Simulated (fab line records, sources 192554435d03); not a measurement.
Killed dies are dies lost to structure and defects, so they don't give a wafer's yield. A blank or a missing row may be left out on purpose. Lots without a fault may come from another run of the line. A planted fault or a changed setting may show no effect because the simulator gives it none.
A struck lot beside a sound one | flow n5_finfet | 15 steps out of a route of 1938
Sound: wafers L123.1, L123.3, L123.4. Struck: wafer L141.1. (L141.2, L141.3 of the same lot were not struck and are left out.) The cause comes at the end.
At each step with rows: each side's tool, then ch and its chambers, then its first start. Under that, the readings that differ: sound wafers | struck wafers | difference of the means | sigmas: that difference in standard deviations of wafers without a fault.
alike: readings whose means differ by less than 2 such deviations, and words and numbers that are the same on both sides. not compared: withheld readings, readings that some wafer has no value for, bounds like >300 that may hide the same value, and numbers for which the record gives no deviation and whose values overlap.
The two part at a step that has a row with sigmas, a row that says differs or no value, or rows on one side only. Numbers that don't overlap but have no deviation are shown without sigmas and don't part them. A reading that every wafer of one side lacks parts them only if that side has two wafers or more.

first, 6 steps without rows for these wafers: N5_BEOL_M2_COAT_05 (resist thk 30 nm); N5_BEOL_M2_EBR_07; N5_BEOL_M2_SOFTBAKE_06 (time 60 s); N5_BEOL_M2_EXPOSE_08 (exposes mask M2); N5_BEOL_M2_PEB_09 (peb time 60 s); N5_BEOL_M2_DEVELOP_10 (develop time 30 s).
N5_BEOL_M2_CD_MEAS_11: target cd 16.79 nm.
  sound on cd_sem-02 ch 0, day 7 02:32; struck on cd_sem-03 ch 0, day 12 19:47
  alike: cd_nm
N5_BEOL_M2_OVL_MEAS_12:
  sound on overlay-01 ch 0, day 7 02:34; struck on overlay-01 ch 0, day 12 19:49
  alike: M2_OVL
N5_BEOL_M2_INSPECT_13: inspects for defects (brightfield).
  sound on defect_inspect-01, day 7 02:38; struck on defect_inspect-02, day 12 19:52
  alike: raw_defect_count
N5_BEOL_M2_DESCUM_16: chemistry O2, time 7 s.
  sound on rie_diel-01 ch 1,2,3, day 7 02:59; struck on rie_diel-01 ch 3, day 12 20:07
  alike: drypump_motor_current_A, oes_product_au, rf_vpp_V, showerhead_plenum_p_Torr, throttle_valve_pct
  not compared: rf_hours_counter_h
N5_BEOL_M2_ETCH_74: etches underlayer in N2/H2, target depth 6.5 nm, time 5.2 s.
  sound on rie_diel-01 ch 1,2,3, day 7 03:01; struck on rie_diel-01 ch 3, day 12 20:09
  alike: bias_w, drypump_motor_current_A, etch_rf_on_time_s, oes_product_au, rf_vpp_V, showerhead_plenum_p_Torr, throttle_valve_pct
  not compared: rf_hours_counter_h
N5_BEOL_M2_ETCH_63: etches SiARC in CF4, target depth 15.6 nm, time 26 s.
  sound on rie_diel-01 ch 1,2,3, day 7 03:02; struck on rie_diel-01 ch 3, day 12 20:10
  alike: bias_w, cf4_flow_sccm, drypump_motor_current_A, etch_rf_on_time_s, oes_product_au, rf_vpp_V, showerhead_plenum_p_Torr, throttle_valve_pct
  not compared: rf_hours_counter_h
N5_BEOL_M2_ETCH_64: etches SOC in N2/H2, target depth 75 nm, overetch 22.5 nm, time 121.9 s.
  sound on rie_diel-01 ch 1,2,3, day 7 03:04; struck on rie_diel-01 ch 3, day 12 20:12
  reading                                    | sound             | struck | difference | sigmas
  bias_w (W)                                 | 149.7 149.4 150.2 | 192.0  | +42.2      | +96
  rf_vpp_V (V)                               | 526.1 525.0 524.0 | 610.3  | +85.3      | +53
  model.SiARC_of_BEOL_M2_COAT_62.thk_nm (nm) | 6.2 6.4 6.4       | 4.6    | -1.7       |
  alike: drypump_motor_current_A, oes_product_au, showerhead_plenum_p_Torr, throttle_valve_pct
  not compared: rf_hours_counter_h
then, 1 step without rows for these wafers: N5_BEOL_M2_STRIP_65 (strips in N2/H2).
-- the record jumps here: 3 days lie between the struck wafers' starts before and after (it left off in module BEOL_M2 and takes up again in module BEOL_M4, whose first step shown is number 1111 of the route) --
N5_BEOL_M4_RC_MEAS_101:
  sound on prober-02 ch 0, day 9 01:06; struck on prober-01 ch 0, day 15 15:08
  reading   | sound             | struck | difference | sigmas
  VT_N (mV) | 241.0 247.6 243.1 | 251.0  | +7.1       | +3
  alike: DIBL_N, DIBL_P, IOFF_N, IOFF_P, ION_N, ION_P, SS_N, SS_P, VT_P

WHERE THEY PART
First at N5_BEOL_M2_ETCH_64; last, within this record, at N5_BEOL_M4_RC_MEAS_101.

WHY: what the simulator had put in
Process parameter drift: rie_diel-01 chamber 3, from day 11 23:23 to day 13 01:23, at N5_BEOL_M2_ETCH_64. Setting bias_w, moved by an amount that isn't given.
